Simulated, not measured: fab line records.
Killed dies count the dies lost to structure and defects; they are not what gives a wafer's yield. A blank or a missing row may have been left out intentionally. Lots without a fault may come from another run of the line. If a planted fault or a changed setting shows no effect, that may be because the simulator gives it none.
A struck lot beside a sound one    flow nand_harc    41 out of 1302 route steps
Sound: these wafers, L576.1, L576.3, L576.5. Struck: wafers L586.1, L586.5 (left out: L586.3, a lot-mate that was not struck); the cause follows at the end.
Each step with rows lists, per side, the tool, then ch with its chambers, then its first start. Under that, the readings that differ: sound wafers    struck wafers    difference of the means    sigmas: that difference in standard deviations of wafers without a fault.
alike: same words and numbers on both sides, and readings whose means sit less than 2 such deviations apart. not compared: any withheld reading, any reading some wafer has no value for, any bound like >300 that may hide the same value, and any number with overlapping values for which the record gives no deviation.
The two part at a step that has a row with sigmas, a row that says differs or no value, or rows on one side only. When numbers do not overlap yet have no deviation, they are printed without sigmas and do not part them. Lack of a reading on every wafer of one side parts them only where that side has two or more wafers.

first, 3 steps without rows for these wafers: NHARC_A_CONTACT_EXPOSE_05 (exposes mask A CC); NHARC_A_CONTACT_PEB_06 (peb time 65 s); NHARC_A_CONTACT_DEVELOP_07 (develop time 35 s).
NHARC_A_CONTACT_CD_MEAS_08: target cd 200 nm.
  sound on cd_sem-03 ch 0, day 24 21:03; struck on cd_sem-02 ch 0, day 28 04:59
reading     sound              struck       difference  sigmas
cd_nm (nm)  198.9 198.3 198.0  201.5 201.2  +2.9        +4
NHARC_A_CONTACT_OVL_MEAS_09:
  struck on overlay-01, day 28 05:04; sound on overlay-02, day 24 21:08
  alike: overlay_x_nm, overlay_y_nm
NHARC_A_CONTACT_INSPECT_10:
  struck on defect_inspect-02, day 28 05:07; sound on defect_inspect-01, day 24 21:11
  alike: raw_defect_count
NHARC_A_CONTACT_DESCUM_13: chemistry O2, time 3 s.
  sound on rie_diel-12 ch 2,3, day 24 21:14; struck on rie_diel-12 ch 1,2, day 28 05:11
  alike: drypump_motor_current_A, oes_product_au, rf_vpp_V, showerhead_plenum_p_Torr, throttle_valve_pct
  not compared: rf_hours_counter_h
then, 2 steps without rows for these wafers: NHARC_A_CONTACT_ETCH_88 (etches the open film in CF4, target depth 39 nm, time 65 s); NHARC_A_CONTACT_ETCH_89 (etches the open film in N2/H2, target depth 260 nm, time 475.3 s).
NHARC_A_CONTACT_ETCH_30: etches the open film in CF4/CHF3, target depth 72.6 nm, time 36.3 s.
  sound: rie_diel-12 ch 1,2; struck: rie_diel-12 ch 1,3
  alike: drypump_motor_current_A, oes_product_au, rf_vpp_V, showerhead_plenum_p_Torr, throttle_valve_pct
  not compared: rf_hours_counter_h
then, 2 steps without rows for these wafers: NHARC_A_CONTACT_ETCH_31 (etches the open film in O2/COS, target depth 2800 nm, time 728 s); NHARC_A_CONTACT_ETCH_134 (etches the open film in C4F8/O2/Ar, time 140 s, target depth 700 nm).
NHARC_A_CONTACT_ETCH_135: etches the open film in C4F8/O2/Ar, time 311 s, target depth 1912 nm.
  sound on har_cap_etch-01 ch 0,1, day 24 22:34; struck on har_cap_etch-01 ch 0, day 28 06:29
  not compared: rf_hours_counter_h
then, 2 steps without rows for these wafers: NHARC_A_CONTACT_ETCH_136 (etches the open film in C4F8/O2/Ar, time 311 s, target depth 1912 nm); NHARC_A_CONTACT_ETCH_137 (etches the open film in C4F8/O2/Ar, time 311 s, target depth 1912 nm).
NHARC_A_CONTACT_ETCH_138: etches the open film in C4F8/O2/Ar, time 311 s, target depth 1914 nm.
  sound on har_cap_etch-01 ch 0,1, day 24 23:23; struck on har_cap_etch-01 ch 0, day 28 07:18
  not compared: rf_hours_counter_h
then, 3 steps without rows for these wafers: NHARC_A_CONTACT_ETCH_139 (etches the open film in C4F8/O2/Ar, time 195 s, target depth 840 nm); NHARC_A_CONTACT_ETCH_92 (etches the open film in CH3F/O2, target depth 40 nm, time 85.7 s); NHARC_A_CONTACT_ETCH_98 (etches the open film in C4F6/O2, target depth 20 nm, time 10 s).
NHARC_A_CONTACT_CD_MEAS_15:
  struck on cd_sem-01, day 28 08:22; sound on cd_sem-01, day 25 00:26
  alike: cd_nm
then, 7 steps without rows for these wafers: NHARC_A_CONTACT_STRIP_107 (strips in N2/H2); NHARC_A_CONTACT_STRIP_108 (strips in CF4/CHF3); NHARC_A_CONTACT_STRIP_109 (strips in O2/COS); NHARC_A_CONTACT_ETCH_110 (etches the open film in CF4/O2, target depth 60 nm, overetch 6 nm, time 33 s); NHARC_A_CONTACT_STRIP_26 (strips in O2); NHARC_A_CONTACT_STRIP_27 (strips in post etch residue remover, time 600 s); NHARC_A_CONTACT_ALD_18 (deposits TiN, target thk 3 nm, pulse time 1 s, ald cycles 150).
NHARC_A_CONTACT_CVD_19: deposits W, target thk 300 nm, time 802 s.
  sound: cvd_w-02 ch 0,1; struck: cvd_w-01 ch 0,1
reading             sound        struck   difference  sigmas
heater_power_w (W)  443 419 426  486 521  +74         +2
  alike: chamber_pressure_Torr, heater_power_outer_w, susceptor_temp_C, throttle_valve_pct
NHARC_A_CONTACT_CMP_20: polishes, t overpolish 30 s, target thk 300 nm.
  sound on cmp-01 ch 1,2,3, day 25 02:28; struck on cmp-02 ch 0,3, day 28 11:01
  alike: motor_current_A, overpolish_run_s, time_to_endpoint_s
then, 11 steps without rows for these wafers: NHARC_A_CONTACT_SRD_22; NHARC_A_BLC_DEHYDRATE_00 (time 120 s); NHARC_A_BLC_HMDS_01 (time 30 s); NHARC_A_BLC_COAT_02 (time 75 s); NHARC_A_BLC_COAT_03 (time 65 s); NHARC_A_BLC_COAT_04 (resist thk 90 nm); NHARC_A_BLC_SOFTBAKE_05 (time 55 s); NHARC_A_BLC_EBR_06; NHARC_A_BLC_EXPOSE_07 (exposes mask A BLC, target cd 100 nm); NHARC_A_BLC_PEB_08 (peb time 65 s); NHARC_A_BLC_DEVELOP_09 (develop time 35 s).
NHARC_END_SORT_01:
  sound on prober-01 ch 0, day 27 05:50; struck on prober-01 ch 0, day 30 09:26
reading          sound     struck   difference  sigmas
killed_at_array  46 45 49  147 132  +93         +4
killed_dies      51 53 56  156 141  +95         +5
killed_open      5 6 5     1 0      -5          -3
  alike: killed_at_other, killed_at_periphery, killed_short

== WHERE THEY PART ==
First at NHARC_A_CONTACT_CD_MEAS_08; last, within this record, at NHARC_END_SORT_01.

WHY: what the simulator had put in
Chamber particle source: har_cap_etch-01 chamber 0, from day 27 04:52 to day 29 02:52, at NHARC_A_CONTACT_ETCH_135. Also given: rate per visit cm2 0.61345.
